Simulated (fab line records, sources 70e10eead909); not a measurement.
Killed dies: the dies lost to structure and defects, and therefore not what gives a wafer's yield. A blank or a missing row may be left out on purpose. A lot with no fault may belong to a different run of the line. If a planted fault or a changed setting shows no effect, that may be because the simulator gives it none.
Matching of chambers :: flow nand harc :: pecvd-02 running NHARC_A_M1_DEP_33: 3 sister chambers
The step deposits SiCN, target thk 30 nm. 20 wafers are shown with their chamber, then 10 later ones without.

## WAFERS, EACH WITH ITS CHAMBER
wafer: L868.2
chamber: 1
heater power w (W): 474

wafer: L868.5
chamber: 2
heater power w (W): 573

wafer: L868.6
chamber: 0
heater power w (W): 722

wafer: L869.2
chamber: 0
heater power w (W): 654

wafer: L869.3
chamber: 2
heater power w (W): 576

wafer: L869.4
chamber: 2
heater power w (W): 561

wafer: L870.3
chamber: 2
heater power w (W): 571

wafer: L870.4
chamber: 2
heater power w (W): 563

wafer: L870.6
chamber: 0
heater power w (W): 627

wafer: L867.1
chamber: 0
heater power w (W): 720

wafer: L867.3
chamber: 2
heater power w (W): 503

wafer: L867.6
chamber: 2
heater power w (W): 508

wafer: L878.1
chamber: 2
heater power w (W): 494

wafer: L878.3
chamber: 1
heater power w (W): 569

wafer: L878.4
chamber: 1
heater power w (W): 567

wafer: L883.1
chamber: 0
heater power w (W): 659

wafer: L883.3
chamber: 2
heater power w (W): 507

wafer: L883.6
chamber: 1
heater power w (W): 557

wafer: L882.1
chamber: 2
heater power w (W): 514

wafer: L882.4
chamber: 0
heater power w (W): 710

SIGNATURES (averages over the wafers above)
reading: heater power w
chamber 0: 682.00
chamber 1: 541.75
chamber 2: 537.00
scatter within a chamber: 38.2
Rule: distance of a wafer from a chamber = root of the sum over the readings of ((wafer's reading minus chamber's mean) / reading's scatter) squared. If the next closest chamber is less than 2 further off than the closest, the wafer can't be placed; otherwise it belongs to the closest. The scatter: take each reading less its chamber's mean, square it, sum over the shown wafers, divide by the number of wafers less the number of chambers, and take the root.

## WAFERS WHOSE CHAMBER IS MISSING
wafer: L882.5
heater power w (W): 529

wafer: L884.1
heater power w (W): 546

wafer: L884.3
heater power w (W): 693

wafer: L884.6
heater power w (W): 703

wafer: L888.1
heater power w (W): 738

wafer: L888.2
heater power w (W): 498

wafer: L888.6
heater power w (W): 476

wafer: L889.2
heater power w (W): 536

wafer: L889.3
heater power w (W): 718

wafer: L889.6
heater power w (W): 469

## EACH ONE'S CHAMBER
wafer: L882.5
from the rows above: can't be placed: 2 or 1
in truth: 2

wafer: L884.1
from the rows above: can't be placed: 1 or 2
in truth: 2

wafer: L884.3
from the rows above: 0
in truth: 0

wafer: L884.6
from the rows above: 0
in truth: 0

wafer: L888.1
from the rows above: 0
in truth: 0

wafer: L888.2
from the rows above: can't be placed: 2 or 1
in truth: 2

wafer: L888.6
from the rows above: can't be placed: 2 or 1
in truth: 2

wafer: L889.2
from the rows above: can't be placed: 2 or 1
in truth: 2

wafer: L889.3
from the rows above: 0
in truth: 0

wafer: L889.6
from the rows above: can't be placed: 2 or 1
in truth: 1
Correctly placed: 4 of 10. From these rows, 6 cannot be placed; in 6 the true chamber is one of the candidates. 0 placed wrongly.
